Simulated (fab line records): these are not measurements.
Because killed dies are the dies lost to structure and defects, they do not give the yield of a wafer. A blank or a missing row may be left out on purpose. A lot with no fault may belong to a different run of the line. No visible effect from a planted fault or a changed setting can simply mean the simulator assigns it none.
The same fault as seen by 2 desks | flow nand_harc | each desk has only its own numbers; what lay behind them comes last

== FOR THE TOOL OWNER'S DESK: rie_diel-01 ==
The tool's own readings at NHARC_A_CHANNEL_HOLE_D1_ETCH_39 (etches the open film in N2/H2, target depth 260 nm, time 325 s): means of the sampled wafers that have a number, for each lot that ran on this tool. The brackets show how far a lot's mean lies from the usual mean; more than 4 standard deviations puts the lot out of limits, marked OUT.
Columns: A = drypump_motor_current_A at NHARC_A_CHANNEL_HOLE_D1_ETCH_39, usual 5.7 A; B = oes_product_au at NHARC_A_CHANNEL_HOLE_D1_ETCH_39, usual 1.002 a.u.; C = rf_vpp_V at NHARC_A_CHANNEL_HOLE_D1_ETCH_39, usual 429.7 V; D = run_length_s at NHARC_A_CHANNEL_HOLE_D1_ETCH_39, usual 346.1 s; E = showerhead_plenum_p_Torr at NHARC_A_CHANNEL_HOLE_D1_ETCH_39, usual 2.01 Torr; F = throttle_valve_pct at NHARC_A_CHANNEL_HOLE_D1_ETCH_39, usual 14.171 %
lot  | first seen here | A   | B     | C     | D               | E    | F
L641 | day 9 21:52     | 5.7 | 0.992 | 429.1 | 346.1           | 1.99 | 14.167
L648 | day 12 18:43    | 5.7 | 1.001 | 427.8 | 332.0 (-38) OUT | 1.97 | 14.170
L649 | day 13 00:10    | 5.5 | 1.008 | 431.4 | 335.8 (-28) OUT | 2.06 | 14.168
L650 | day 13 09:07    | 5.4 | 1.006 | 431.1 | 335.8 (-28) OUT | 2.06 | 14.165
L659 | day 17 11:58    | 5.7 | 1.003 | 428.2 | 346.1           | 1.98 | 14.175
L661 | day 18 02:29    | 5.4 | 1.009 | 431.7 | 346.3           | 2.07 | 14.176
This desk finds L648, L649, L650 out of limits, L648 being first, at day 12 18:43 (run_length_s at NHARC_A_CHANNEL_HOLE_D1_ETCH_39). Within limits: L641, L659, L661.

== METROLOGY DESK ==
What the gauges read, lot by lot, whatever tool the lot ran on: means of the sampled wafers that have a number. The brackets show how far a lot's mean lies from the usual mean; more than 4 standard deviations puts the lot out of limits, marked OUT.
Columns: A = cd_nm at NHARC_A_CHANNEL_HOLE_D1_CD_MEAS_18, usual 99.6 nm
lot  | first seen here | A
L639 | day 8 16:02     | 100.9
L641 | day 9 22:46     | 97.8
L642 | day 9 23:56     | 100.7
L648 | day 12 19:38    | 98.6
L649 | day 13 01:06    | 100.0
L650 | day 13 10:02    | 99.0
L655 | day 15 16:32    | 100.2
L656 | day 16 08:07    | 98.1
L657 | day 16 23:25    | 100.7
L658 | day 17 06:10    | 101.7
L659 | day 17 12:53    | 101.5
L660 | day 17 18:58    | 100.5
L661 | day 18 03:24    | 100.3
This desk found nothing out of limits on any of the 13 lots.

== TAKEN TOGETHER ==
The tool owner's desk could have raised an alarm at day 12 18:43, on L648, L649, L650.
Nothing out of limits was seen by the metrology desk.
The metrology desk holds a record of L648, L649, L650, inside its limits.
All the named lots went through NHARC_A_CHANNEL_HOLE_D1_ETCH_39 on rie_diel-01.

== WHAT THE SIMULATOR HAD PUT IN ==
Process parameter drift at NHARC_A_CHANNEL_HOLE_D1_ETCH_39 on rie_diel-01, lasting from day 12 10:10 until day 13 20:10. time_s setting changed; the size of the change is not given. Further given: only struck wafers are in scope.
Struck lots among those shown: L648, L649, L650.
Time in hours from fault onset to the first out-of-limits reading at each desk: the tool owner's desk, 9.
